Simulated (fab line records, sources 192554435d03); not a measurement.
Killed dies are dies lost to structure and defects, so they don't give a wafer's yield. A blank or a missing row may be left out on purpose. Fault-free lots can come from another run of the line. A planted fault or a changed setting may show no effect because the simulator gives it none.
Matching of chambers ; flow n5 finfet ; 3 sister chambers for N5_GATE_CUT_PECVD_57 on pecvd-03
The step deposits SiNx from SiH4/NH3/N2, target thk 21 nm. 14 wafers are shown with their chamber, then 7 later ones without.

== EACH WAFER AND ITS CHAMBER ==
wafer;chamber;throttle valve pct (%);heater power w (W);showerhead vpp V (V)
L077.2;0;40.2;700;1079
L077.3;1;40.5;773;1086
L077.6;2;41.1;713;1118
L081.3;2;41.2;736;1099
L081.5;1;40.4;806;1067
L081.6;0;40.2;704;1081
L082.3;2;41.2;630;1117
L082.5;0;40.2;705;1079
L082.6;1;40.3;819;1094
L087.4;1;40.5;814;1080
L087.5;2;41.4;673;1093
L087.6;0;40.4;731;1078
L088.2;0;40.3;727;1072
L088.3;2;41.2;617;1113

SIGNATURES, as means of the wafers listed above
reading;chamber 0;chamber 1;chamber 2;scatter within a chamber
throttle valve pct;40.260;40.425;41.220;0.0989
heater power w;713.40;803.00;673.80;33.9
showerhead vpp V;1077.80;1081.75;1108.00;9.28
Rule: for a wafer and a chamber, the distance is found by dividing, reading by reading, the gap between the wafer's reading and the chamber's mean by the reading's scatter, squaring, summing and taking the root. If the next closest chamber is less than 2 further off than the closest, the wafer can't be placed; otherwise it belongs to the closest. The scatter: take each reading less its chamber's mean, square it, sum over the shown wafers, divide by the number of wafers less the number of chambers, and take the root.

== WAFERS MISSING THEIR CHAMBER ==
wafer;throttle valve pct (%);heater power w (W);showerhead vpp V (V)
L088.4;41.2;606;1110
L092.1;40.2;814;1068
L092.3;41.1;643;1106
L092.5;40.3;636;1074
L096.2;40.0;760;1103
L096.3;40.2;766;1084
L096.6;40.4;760;1088

== EACH ONE'S CHAMBER ==
wafer;from the rows above;in truth
L088.4;2;2
L092.1;can't be placed: 1 or 0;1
L092.3;2;2
L092.5;0;0
L096.2;can't be placed: 0 or 1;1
L096.3;can't be placed: 0 or 1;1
L096.6;can't be placed: 1 or 0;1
3 of 7 placed correctly. Unplaceable from these rows: 4, with the true chamber sitting among the candidates in 4. Wrongly placed: 0.
